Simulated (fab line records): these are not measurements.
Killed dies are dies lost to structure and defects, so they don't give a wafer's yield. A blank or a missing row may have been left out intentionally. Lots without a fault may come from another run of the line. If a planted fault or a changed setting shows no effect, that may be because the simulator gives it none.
Code-filled problem report in 8D (eight disciplines) form -- flow n5-finfet -- the parts of the form that need people (team, actions taken, sign-off) are left out

1. PROBLEM STATEMENT
etch-rf-on-time-s at N5_MOL_CONTACT_COAG_ETCH_47 reads a mean of 18.6 s on 1 wafer of 1 lot; wafers without a fault read 31.5 s with a standard deviation of 0.71. That is -18 standard deviations from the usual mean.
The step: etches SiNx in CH3F/O2, stops on W, target depth 27 nm.
First observed at day 8 08:38: wafer L470.3, on rie-diel-01. Wafers with a number at this step in the record: 15, from 5 lots. The rule behind "out" and "out of limits": a value lying over 4 standard deviations away from the usual mean. Any other wafer with a number is counted as sound.

2. WHAT IT IS, AND WHAT IT ISN'T
question,is,is not
which readings at this step,"etch-rf-on-time-s, oes-product-au","drypump-motor-current-A, rf-fwd-power-W, rf-vpp-V, showerhead-plenum-p-Torr, throttle-valve-pct"
which lots,L470,"L461, L473, L474, L475"
which wafers of those lots,L470.3,"L470.4, L470.5"
read on which tools,rie-diel-01,"rie-diel-03, rie-diel-06"
when,from day 8 08:38,"up to then (5 sound wafers); but 9 sound wafers of L473, L474, L475 came after"

3. THE SUSPECTS, EACH WITH WHAT RULES IT OUT
Counting: any tool at a process step up to the reading remains a suspect provided it ran every lot that is out. Sound lots after the first of them don't rule it out here, since some wafers of a struck lot are sound.
- ald-sin-03 at N5_MOL_CONTACT_COAG_ALD_131 (deposits SiO2, target thk 5 nm, pulse time 1 s, co reactant pulse time 1 s): kept. The lot that is out, L470, ran on it at day 8 08:10; the last sound lot it ran before that was L461, at day 5 22:20.
- rie-diel-01 at N5_MOL_CONTACT_COAG_ETCH_91 (etches SOC in N2/H2, target depth 60 nm, overetch 21 nm, time 101.2 s): kept. The lot that is out, L470, ran on it at day 8 08:25; the last sound lot it ran before that was L461, at day 5 22:33.
- rie-diel-01 at N5_MOL_CONTACT_COAG_ETCHBACK_135 (etches SiO2 in CHF3, target depth 25 nm, time 16.7 s): kept. The lot that is out, L470, ran on it at day 8 08:30; the last sound lot it ran before that was L461, at day 5 22:38.
- rie-diel-01 at N5_MOL_CONTACT_COAG_STRIP_96 (strips in N2/H2): kept. The lot that is out, L470, ran on it at day 8 08:36; the last sound lot it ran before that was L461, at day 5 22:44.
- rie-diel-01 at N5_MOL_CONTACT_COAG_ETCH_47 (etches SiNx in CH3F/O2, stops on W, target depth 27 nm): kept. The lot that is out, L470, ran on it at day 8 08:38; the last sound lot it ran before that was L461, at day 5 22:47. Its own etch-rf-on-time-s, oes-product-au readings are out on those wafers.
- At N5_MOL_CONTACT_COAG_ETCH_91 on rie-diel-01, chamber 1 took the sound wafers of the same lots and chamber 2 took the wafers that are out.
- At N5_MOL_CONTACT_COAG_ETCHBACK_135 on rie-diel-01, chamber 1 took the sound wafers of the same lots and chamber 2 took the wafers that are out.
- At N5_MOL_CONTACT_COAG_STRIP_96 on rie-diel-01, chamber 1 took the sound wafers of the same lots and chamber 2 took the wafers that are out.
- At N5_MOL_CONTACT_COAG_ETCH_47 on rie-diel-01, chamber 1 took the sound wafers of the same lots and chamber 2 took the wafers that are out.
Left after counting: ald-sin-03 at N5_MOL_CONTACT_COAG_ALD_131, rie-diel-01 at N5_MOL_CONTACT_COAG_ETCH_91, rie-diel-01 at N5_MOL_CONTACT_COAG_ETCHBACK_135, rie-diel-01 at N5_MOL_CONTACT_COAG_STRIP_96, rie-diel-01 at N5_MOL_CONTACT_COAG_ETCH_47.

4. THE CAUSE (what the simulator had put in)
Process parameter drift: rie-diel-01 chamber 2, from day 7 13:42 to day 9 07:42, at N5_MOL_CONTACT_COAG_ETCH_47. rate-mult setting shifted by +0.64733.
This tool is one of the 5 suspects left after counting.

5. THE CHAIN OF EFFECTS, in route order
Rows list readings where the struck wafers' mean (over those with a number) sits beyond 3 standard deviations from the usual. Only readings whose record carries a usual standard deviation are examined. hours: median over the lots of the time between each lot's start at the first step of this table that gives one and its start at this step. sigmas: the change, counted in usual standard deviations.
hours,step,reading,usual,on struck wafers,change,sigmas
0,N5_MOL_CONTACT_COAG_ETCH_47,etch-rf-on-time-s,31.5 s,18.6,-12.9,-18
0,N5_MOL_CONTACT_COAG_ETCH_47,oes-product-au,0.69 a.u.,1.12,+0.43,+7.0
The process steps in it:
- N5_MOL_CONTACT_COAG_ETCH_47: etches SiNx in CH3F/O2, stops on W, target depth 27 nm.

6. HOW IT WOULD HAVE BEEN CAUGHT EARLIER
In this record the first reading out of limits was taken at day 8 08:38, 19 hours after the fault began at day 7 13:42.
